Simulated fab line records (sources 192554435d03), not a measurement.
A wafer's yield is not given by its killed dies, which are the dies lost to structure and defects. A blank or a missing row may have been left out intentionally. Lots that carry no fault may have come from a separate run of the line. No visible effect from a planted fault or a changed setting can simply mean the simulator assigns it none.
Matching of chambers -- flow n5 finfet -- N5_BEOL_M7_DESCUM_16 on rie diel-04 has 4 sister chambers
The step chemistry O2, time 7.9 s. 14 wafers are shown with their chamber, then 7 later ones without.

== WAFERS WITH THEIR CHAMBER ==
wafer,chamber,throttle valve pct (%),drypump motor current A (A),showerhead plenum p Torr (Torr)
L076.1,2,20.21,5.7,2.05
L076.2,1,20.30,6.1,2.17
L076.4,3,20.63,5.8,2.07
L077.1,3,20.65,5.8,2.07
L077.2,2,20.22,5.7,2.05
L077.5,2,20.22,5.7,2.05
L079.3,1,20.31,6.1,2.17
L079.4,3,20.65,5.8,2.07
L079.6,0,20.75,5.6,2.07
L080.3,2,20.22,5.7,2.05
L080.5,2,20.22,5.7,2.05
L080.6,3,20.64,5.9,2.06
L086.2,0,20.78,5.6,2.06
L086.3,2,20.25,5.7,2.04

SIGNATURES (averages over the wafers above)
reading,chamber 0,chamber 1,chamber 2,chamber 3,scatter within a chamber
throttle valve pct,20.7650,20.3050,20.2233,20.6425,0.0131
drypump motor current A,5.600,6.100,5.700,5.825,0.0274
showerhead plenum p Torr,2.0650,2.1700,2.0483,2.0675,0.00456
Rule: a wafer lies at a distance from a chamber equal to the root of the sum of squares, over the readings, of (its reading less the chamber's mean, divided by the reading's scatter). If the next closest chamber is less than 2 further off than the closest, the wafer can't be placed; otherwise it belongs to the closest. The scatter: take each reading less its chamber's mean, square it, sum over the shown wafers, divide by the number of wafers less the number of chambers, and take the root.

== WAFERS WITHOUT THEIR CHAMBER ==
wafer,throttle valve pct (%),drypump motor current A (A),showerhead plenum p Torr (Torr)
L086.6,20.33,6.1,2.17
L087.1,20.25,5.7,2.04
L087.3,20.67,5.8,2.06
L087.6,20.32,6.1,2.17
L088.1,20.35,6.1,2.16
L088.4,20.26,5.7,2.04
L088.6,20.80,5.6,2.06

== CHAMBER TAKEN BY EACH ==
wafer,from the rows above,in truth
L086.6,1,1
L087.1,2,2
L087.3,3,3
L087.6,1,1
L088.1,1,1
L088.4,2,2
L088.6,0,0
7 of 7 placed correctly. Number that these rows cannot place: 0. Placed wrongly: 0.
